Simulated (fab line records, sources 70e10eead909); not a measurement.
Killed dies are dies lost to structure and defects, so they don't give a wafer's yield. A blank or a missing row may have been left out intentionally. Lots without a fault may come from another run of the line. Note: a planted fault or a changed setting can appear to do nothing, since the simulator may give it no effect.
Which tool was responsible?	flow nand harc	Sampling: 13 lots, 37 wafers, 5 of 1302 route steps

== WHAT THE GAUGES SHOWED, per wafer ==
NHARC_A_CONTACT_CD_MEAS_80. Usual: cd nm 289.8 nm, standard deviation 0.66.
lot	measured	on	cd nm (nm)	flag
L161	day 22 14:50	cd sem-02	289.3 289.5 289.5	
L162	day 22 17:35	cd sem-02	289.0 290.0 289.0	
L160	day 22 21:12	cd sem-02	289.9 290.2 290.4	
L163	day 23 00:42	cd sem-02	289.2 289.7 288.8	
L164	day 23 01:34	cd sem-02	290.4 289.8 289.7	
L166	day 23 14:45	cd sem-02	289.4 288.2 289.2	
L170	day 25 12:34	cd sem-03	288.7 288.4 288.4	
L171	day 26 12:33	cd sem-01	290.0 290.1 290.4	
L172	day 26 20:15	cd sem-03	290.5 289.8	
L174	day 27 14:26	cd sem-03	290.3 290.1	
L183	day 31 01:58	cd sem-01	290.6 290.6 291.1	
L182	day 31 06:31	cd sem-01	290.0 290.4 290.6	
L181	day 31 22:25	cd sem-02	288.5 288.4 288.8	

NHARC_END_SORT_01. Usual: killed at array 41, standard deviation 10; killed at other 0.8, standard deviation 0.91; killed at periphery 4.2, standard deviation 2.9; killed dies 46, standard deviation 10; killed open 3.5, standard deviation 2.1; killed short 2.5, standard deviation 1.6.
lot	measured	on	killed at array	killed at other	killed at periphery	killed dies	killed open	killed short	flag
L171	day 29 02:23	prober-01	33 246 32	2 2 2	6 3 2	41 251 36	1 3 3	2 0 0	OFF

== WHAT TOOL EACH LOT RAN ON (gives the tool, then ch and the chambers of the sampled wafers, and finally the start) ==
lot	NHARC_A_CONTACT_ETCH_106	NHARC_A_CONTACT_ETCH_30	NHARC_A_CONTACT_ETCH_138
L161	rie diel-01 ch 1,3, day 22 15:47	rie diel-08 ch 0,1, day 22 22:32	har cap etch-01 ch 0, day 23 00:12
L162	rie diel-01 ch 1,2, day 22 17:53	rie diel-04 ch 1,2, day 23 00:32	har cap etch-01 ch 0,1, day 23 02:08
L160	rie diel-01 ch 1,2,3, day 22 21:30	rie diel-01 ch 2,3, day 23 02:28	har cap etch-02 ch 0,1, day 23 04:10
L163	rie diel-08 ch 1,3, day 23 01:04	rie diel-01 ch 0,1,3, day 23 05:00	har cap etch-01 ch 0,1, day 23 06:41
L164	rie diel-01 ch 0,2,3, day 23 01:53	rie diel-08 ch 0,1,2, day 23 05:59	har cap etch-03 ch 0,1, day 23 07:37
L166	rie diel-01 ch 0,1,3, day 23 15:02	rie diel-01 ch 0,2,3, day 23 20:27	har cap etch-02 ch 0,1, day 23 22:04
L170	rie diel-04 ch 1,2, day 25 12:54	rie diel-04 ch 1,3, day 25 16:47	har cap etch-03 ch 0,1, day 25 18:31
L171	rie diel-01 ch 0,1,3, day 26 12:58	rie diel-04 ch 1,2,3, day 26 20:16	har cap etch-02 ch 0,1, day 26 22:20
L172	rie diel-08 ch 2,3, day 26 20:33	rie diel-04 ch 0,2, day 27 00:54	har cap etch-01 ch 0,1, day 27 02:33
L174	rie diel-08 ch 0,3, day 27 14:44	rie diel-04 ch 1,2, day 27 18:35	har cap etch-01 ch 0, day 27 20:12
L183	rie diel-08 ch 2,3, day 31 02:19	rie diel-04 ch 0,2, day 31 07:01	har cap etch-03 ch 0,1, day 31 08:46
L182	rie diel-04 ch 1,2,3, day 31 07:00	rie diel-08 ch 1,2, day 31 17:41	har cap etch-02 ch 0,1, day 31 19:25
L181	rie diel-08 ch 0,1, day 31 22:56	rie diel-01 ch 0,2,3, day 32 03:09	har cap etch-02 ch 0,1, day 32 04:51
- NHARC_A_CONTACT_ETCH_106: etches the open film in CF4/O2, target depth 90 nm, overetch 9 nm, time 49.5 s.
- NHARC_A_CONTACT_ETCH_30: etches the open film in CF4/CHF3, target depth 72.6 nm, time 36.3 s.
- NHARC_A_CONTACT_ETCH_138: etches the open film in C4F8/O2/Ar, time 311 s, target depth 1914 nm.

== WHAT THE TOOLS THEMSELVES READ (means of the sampled wafers that have a number; where no wafer has one, the mark that the record gives instead) ==
NHARC_A_CONTACT_ETCH_106. Usual: drypump motor current A 5.84 A, standard deviation 0.29; oes product au 1.000 a.u., standard deviation 0.011; rf vpp V 198.1 V, standard deviation 1.4; run length s 70.8 s, standard deviation 0.52; showerhead plenum p Torr 1.35 Torr, standard deviation 0.055; throttle valve pct 13.397 %, standard deviation 0.0093.
lot	tool	drypump motor current A (A)	oes product au (a.u.)	rf vpp V (V)	run length s (s)	showerhead plenum p Torr (Torr)	throttle valve pct (%)	flag
L161	rie diel-01	5.73	0.994	198.7	71.2	1.30	13.396	
L162	rie diel-01	5.98	1.007	197.2	70.9	1.31	13.396	
L160	rie diel-01	5.91	1.003	196.2	70.9	1.29	13.394	
L163	rie diel-08	5.67	0.988	197.9	71.0	1.35	13.389	
L164	rie diel-01	5.75	0.993	196.9	70.5	1.32	13.405	
L166	rie diel-01	5.65	0.995	198.8	71.1	1.35	13.394	
L170	rie diel-04	6.08	1.004	198.0	70.6	1.36	13.387	
L171	rie diel-01	5.66	0.987	197.4	71.0	1.35	13.395	
L172	rie diel-08	5.71	1.002	197.6	71.4	1.29	13.402	
L174	rie diel-08	5.60	1.006	197.6	70.8	1.32	13.395	
L183	rie diel-08	5.67	1.004	196.5	71.2	1.29	13.395	
L182	rie diel-04	6.02	0.996	198.8	70.6	1.38	13.398	
L181	rie diel-08	5.43	1.008	198.0	70.3	1.34	13.400	

NHARC_A_CONTACT_ETCH_30. Usual: drypump motor current A 5.89 A, standard deviation 0.3; oes product au 0.932 a.u., standard deviation 0.018; rf vpp V 371.3 V, standard deviation 2; run length s 57.5 s, standard deviation 0.48; showerhead plenum p Torr 1.60 Torr, standard deviation 0.06; throttle valve pct 16.804 %, standard deviation 0.0092.
lot	tool	drypump motor current A (A)	oes product au (a.u.)	rf vpp V (V)	run length s (s)	showerhead plenum p Torr (Torr)	throttle valve pct (%)	flag
L161	rie diel-08	5.50	0.922	372.0	57.4	1.61	16.802	
L162	rie diel-04	6.08	0.934	371.4	57.4	1.61	16.802	
L160	rie diel-01	5.83	0.920	367.9	57.4	1.49	16.803	
L163	rie diel-01	5.67	0.924	371.0	57.5	1.59	16.810	
L164	rie diel-08	5.51	0.924	370.2	57.5	1.58	16.804	
L166	rie diel-01	5.76	0.927	369.8	57.3	1.55	16.805	
L170	rie diel-04	6.03	0.919	372.0	57.6	1.63	16.806	
L171	rie diel-04	6.03	0.925	372.4	54.9	1.63	16.818	OFF
L172	rie diel-04	6.18	0.929	371.9	53.5	1.61	16.805	OFF
L174	rie diel-04	6.05	0.922	372.6	53.4	1.61	16.805	OFF
L183	rie diel-04	6.26	0.955	370.9	57.8	1.59	16.807	
L182	rie diel-08	5.59	0.939	371.1	57.5	1.57	16.808	
L181	rie diel-01	5.75	0.971	372.6	57.1	1.62	16.808	

NHARC_A_CONTACT_ETCH_138. Usual: oes air line au 1.003 a.u., standard deviation 0.019.
lot	tool	oes air line au (a.u.)	flag
L161	har cap etch-01	1.007	
L162	har cap etch-01	1.013	
L160	har cap etch-02	1.007	
L163	har cap etch-01	0.990	
L164	har cap etch-03	0.993	
L166	har cap etch-02	1.008	
L170	har cap etch-03	1.019	
L171	har cap etch-02	1.000	
L172	har cap etch-01	1.006	
L174	har cap etch-01	0.990	
L183	har cap etch-03	0.989	
L182	har cap etch-02	1.008	
L181	har cap etch-02	1.004	

== THE ANSWER, worked out from the rows above alone ==
Rule: a lot counts as off when the mean over its wafers that have a number is more than 3 standard deviations away from the usual mean. A lot without any number at a reading at which 4 lots or more have one is off too. Where the step has rows for the other lots, those lots are counted as sound. After the gauges, taken in route order, come the tools' own readings; for these a lot's mean is taken, as printed above. At the first step where some lot is off, the reading lying furthest off is the one used; lots without a number count as furthest.
Off at NHARC_END_SORT_01 (killed dies): L171. Neither off nor sound, because the step has no rows for them: L161, L162, L160, L163, L164, L166, L170, L172, L174, L183, L182, L181.
If a tool, at a process step before that reading, ran all the lots that are off and no sound lot after the first of them, it fits. The gauges at NHARC_END_SORT_01 aren't tried: what is off there is off at NHARC_A_CONTACT_ETCH_30 too, on other tools, and a gauge's error can't cause that. Can't be told from this: 3 tools fit, rie diel-01 at NHARC_A_CONTACT_ETCH_106, rie diel-04 at NHARC_A_CONTACT_ETCH_30, har cap etch-02 at NHARC_A_CONTACT_ETCH_138.

== WHAT HAD BEEN PUT IN BY THE SIMULATOR ==
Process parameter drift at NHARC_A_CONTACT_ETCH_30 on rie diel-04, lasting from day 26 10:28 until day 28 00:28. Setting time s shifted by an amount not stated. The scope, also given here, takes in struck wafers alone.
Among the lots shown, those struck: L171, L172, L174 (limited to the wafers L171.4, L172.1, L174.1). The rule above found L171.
